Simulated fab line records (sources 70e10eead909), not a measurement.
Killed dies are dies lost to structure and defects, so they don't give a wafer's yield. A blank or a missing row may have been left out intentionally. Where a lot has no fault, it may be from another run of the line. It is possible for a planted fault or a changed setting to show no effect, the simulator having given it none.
A lot that was struck, set against a sound lot | flow nand-harc | 16 out of 1302 route steps
Sound: these wafers, L801.2, L801.5, L801.6. Struck: wafer L816.5 (left out: L816.1, L816.4 of the same lot, which were not struck); the cause appears at the end.
For every step that has rows: the tool of each side, followed by ch and its chambers, followed by its first start. Under that, the readings that differ: sound wafers | struck wafers | difference of the means | sigmas: that difference in standard deviations of wafers without a fault.
alike: a reading whose means differ by less than 2 such deviations, as well as words and numbers matching on both sides. not compared: withheld readings; readings where some wafer has no value; bounds like >300 that might hide an equal value; numbers whose values overlap and for which the record gives no deviation.
The two part at a step that has a row with sigmas, a row that says differs or no value, or rows on one side only. Numbers that don't overlap but have no deviation are shown without sigmas and don't part them. A reading missing from all wafers of one side parts the sides only when that side holds two or more wafers.

first, 1 step without rows for these wafers: NHARC_A_DECK1_JOINT_SRD_15.
NHARC_A_DECK1_JOINT_DEP_16: deposits SiO2, target thk 45 nm.
  sound on pecvd-03 ch 0,2, day 12 15:10; struck on pecvd-02 ch 2, day 19 02:14
  alike: heater-power-w, throttle-valve-pct
NHARC_A_DECK1_JOINT_THK_MEAS_17: measures by ellipsometry.
  sound on film-metro-02 at day 12 15:25; struck on film-metro-01 at day 19 02:29
  alike: thk-nm
NHARC_A_DECK1_JOINT_INSPECT_05:
  sound on defect-inspect-01 at day 12 15:27; struck on defect-inspect-01 at day 19 02:31
  alike: raw-defect-count
then, 1 step without rows for these wafers: NHARC_A_ONON_D2_DEP_00 (target thk 1000 nm).
NHARC_A_ONON_D2_THK_MEAS_02: measures by ellipsometry.
  sound on film-metro-02 at day 12 16:02; struck on film-metro-02 at day 19 03:05
  alike: thk-nm
then, 1 step without rows for these wafers: NHARC_A_ONON_D2_DEP_03 (target thk 1000 nm).
NHARC_A_ONON_D2_THK_MEAS_05: measures by ellipsometry.
  sound on film-metro-02 at day 12 16:36; struck on film-metro-01 at day 19 03:40
  alike: thk-nm
then, 1 step without rows for these wafers: NHARC_A_ONON_D2_DEP_06 (target thk 1000 nm).
NHARC_A_ONON_D2_THK_MEAS_08: measures by ellipsometry.
  sound on film-metro-01 at day 12 17:10; struck on film-metro-02 at day 19 04:14
  reading     | sound       | struck | difference | sigmas
  thk-nm (nm) | 984 983 980 | 1007   | +25        | +3
then, 1 step without rows for these wafers: NHARC_A_ONON_D2_DEP_09 (target thk 1000 nm).
NHARC_A_ONON_D2_THK_MEAS_11: measures by ellipsometry.
  sound on film-metro-01 at day 12 17:44; struck on film-metro-01 at day 19 04:49
  alike: thk-nm
NHARC_A_ONON_D2_DEP_12: target thk 1000 nm.
  sound on pecvd-onon-04 ch 0, day 12 17:50; struck on pecvd-onon-01 ch 0, day 19 04:52
NHARC_A_ONON_D2_THK_MEAS_14: measures by ellipsometry.
  sound on film-metro-01 at day 12 18:18; struck on film-metro-01 at day 19 05:23
  reading     | sound       | struck | difference | sigmas
  thk-nm (nm) | 989 990 991 | 1543   | +553       | +50
then, 1 step without rows for these wafers: NHARC_A_ONON_D2_ANNEAL_15 (time 3600 s).
-- break in the record here, with 13 days between the starts of the struck wafers on either side (left off in module A_ONON_D2, picked up again in module END, where the first step shown is number 1302 on the route) --
NHARC_END_SORT_01:
  at this point the record logs the struck wafers (prober-02 ch 0, day 31 18:13) and has no rows for the sound ones

== WHERE THEY PART ==
Last at NHARC_END_SORT_01 as far as this record goes, first at NHARC_A_ONON_D2_THK_MEAS_08.

WHY: what the simulator had put in
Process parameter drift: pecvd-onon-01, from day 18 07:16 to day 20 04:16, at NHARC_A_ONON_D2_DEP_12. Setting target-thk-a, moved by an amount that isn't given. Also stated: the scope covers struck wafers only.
